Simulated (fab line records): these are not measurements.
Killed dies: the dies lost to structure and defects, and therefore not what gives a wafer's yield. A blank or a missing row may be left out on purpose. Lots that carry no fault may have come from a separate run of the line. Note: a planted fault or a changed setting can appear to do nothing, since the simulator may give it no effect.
Matching of chambers	flow n5Finfet	N5_BEOL_M0_SAQP_STRIP_108 on rieDiel-02 has 4 sister chambers
The step strips in N2/H2. 18 wafers are shown with their chamber, then 9 later ones without.

== WAFERS PAIRED WITH THEIR CHAMBERS ==
wafer	chamber	showerheadPlenumPTorr (Torr)	throttleValvePct (%)	drypumpMotorCurrentA (A)
L076.1	0	3.22	18.82	5.33
L076.2	1	3.47	18.80	5.83
L076.5	1	3.47	18.82	5.84
L077.1	3	3.30	19.24	5.50
L077.3	2	3.47	19.39	5.68
L077.6	0	3.22	18.83	5.32
L080.1	2	3.47	19.40	5.67
L080.4	3	3.30	19.23	5.52
L080.5	1	3.47	18.84	5.87
L079.1	2	3.47	19.41	5.62
L079.3	0	3.22	18.84	5.33
L079.5	1	3.47	18.83	5.87
L083.3	2	3.46	19.43	5.70
L083.5	3	3.30	19.25	5.48
L083.6	2	3.46	19.44	5.68
L086.2	2	3.46	19.42	5.69
L086.3	3	3.29	19.24	5.50
L086.6	3	3.29	19.26	5.48

SIGNATURES, as means of the wafers listed above
reading	chamber 0	chamber 1	chamber 2	chamber 3	scatter within a chamber
showerheadPlenumPTorr	3.2200	3.4700	3.4650	3.2960	0.00439
throttleValvePct	18.8300	18.8225	19.4150	19.2440	0.0155
drypumpMotorCurrentA	5.3267	5.8525	5.6733	5.4960	0.0214
Rule: a wafer lies at a distance from a chamber equal to the root of the sum of squares, over the readings, of (its reading less the chamber's mean, divided by the reading's scatter). If the next closest chamber is less than 2 further off than the closest, the wafer can't be placed; otherwise it belongs to the closest. The scatter: take each reading less its chamber's mean, square it, sum over the shown wafers, divide by the number of wafers less the number of chambers, and take the root.

== WAFERS MISSING THEIR CHAMBER ==
wafer	showerheadPlenumPTorr (Torr)	throttleValvePct (%)	drypumpMotorCurrentA (A)
L089.1	3.29	18.85	5.49
L089.3	3.46	18.87	5.87
L089.5	3.22	18.85	5.29
L090.1	3.29	18.87	5.47
L090.2	3.22	18.87	5.31
L090.6	3.46	18.85	5.87
L092.2	3.21	18.86	5.32
L092.4	3.29	18.87	5.52
L092.6	3.22	18.85	5.31

== CHAMBER TAKEN BY EACH ==
wafer	from the rows above	in truth
L089.1	0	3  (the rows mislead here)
L089.3	1	1
L089.5	0	0
L090.1	0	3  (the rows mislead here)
L090.2	0	0
L090.6	1	1
L092.2	0	0
L092.4	0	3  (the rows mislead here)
L092.6	0	0
Placed correctly: 6 of 9. Can't be placed from these rows: 0. Placed wrongly: 3.
